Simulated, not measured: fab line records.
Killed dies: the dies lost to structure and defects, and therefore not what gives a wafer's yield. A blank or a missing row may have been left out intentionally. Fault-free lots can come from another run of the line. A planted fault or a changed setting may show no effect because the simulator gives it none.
Matching of chambers -- flow n5 finfet -- N5_BEOL_M7_ALD_77 on ald metal-01 has 4 sister chambers
The step deposits TaN, target thk 2 nm, pulse time 2 s, purge time 3 s. 16 wafers are shown with their chamber, then 8 later ones without.

## EACH WAFER AND ITS CHAMBER
wafer,chamber,heater power w (W),heater power outer w (W),chamber pressure Torr (Torr)
L076.3,2,417,240,2.996
L076.4,0,473,238,3.000
L076.5,0,464,241,2.998
L077.1,1,456,255,3.001
L077.2,0,460,238,2.994
L077.5,3,399,216,2.994
L080.2,3,402,223,3.003
L080.4,2,422,244,3.002
L080.5,1,450,256,3.013
L081.4,3,402,214,2.997
L081.5,1,455,256,3.007
L081.6,2,423,250,3.003
L083.3,0,469,239,3.001
L083.4,3,403,214,3.002
L083.6,1,446,260,2.997
L089.1,0,473,237,3.005

SIGNATURES (means of the wafers above)
reading,chamber 0,chamber 1,chamber 2,chamber 3,scatter within a chamber
heater power w,467.80,451.75,420.67,401.50,4.33
heater power outer w,238.60,256.75,244.67,216.75,3.28
chamber pressure Torr,2.99960,3.00450,3.00033,2.99900,0.00496
Rule: a wafer lies at a distance from a chamber equal to the root of the sum of squares, over the readings, of (its reading less the chamber's mean, divided by the reading's scatter). The wafer belongs to the nearest chamber; if the next one is less than 2 further off, it can't be placed. The scatter: take each reading less its chamber's mean, square it, sum over the shown wafers, divide by the number of wafers less the number of chambers, and take the root.

## WAFERS MISSING THEIR CHAMBER
wafer,heater power w (W),heater power outer w (W),chamber pressure Torr (Torr)
L089.4,404,213,3.011
L089.6,410,216,3.000
L091.3,461,237,3.002
L091.4,403,212,2.998
L091.6,456,247,2.996
L097.2,444,242,2.995
L097.5,479,233,3.002
L097.6,405,216,2.992

## EACH ONE'S CHAMBER
wafer,from the rows above,in truth
L089.4,3,3
L089.6,3,3
L091.3,0,0
L091.4,3,3
L091.6,can't be placed: 1 or 0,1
L097.2,can't be placed: 1 or 2 or 0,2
L097.5,0,0
L097.6,3,3
Correctly placed: 6 of 8. These rows do not allow placing 2 (true chamber among the candidates in 2). Wrongly placed: 0.
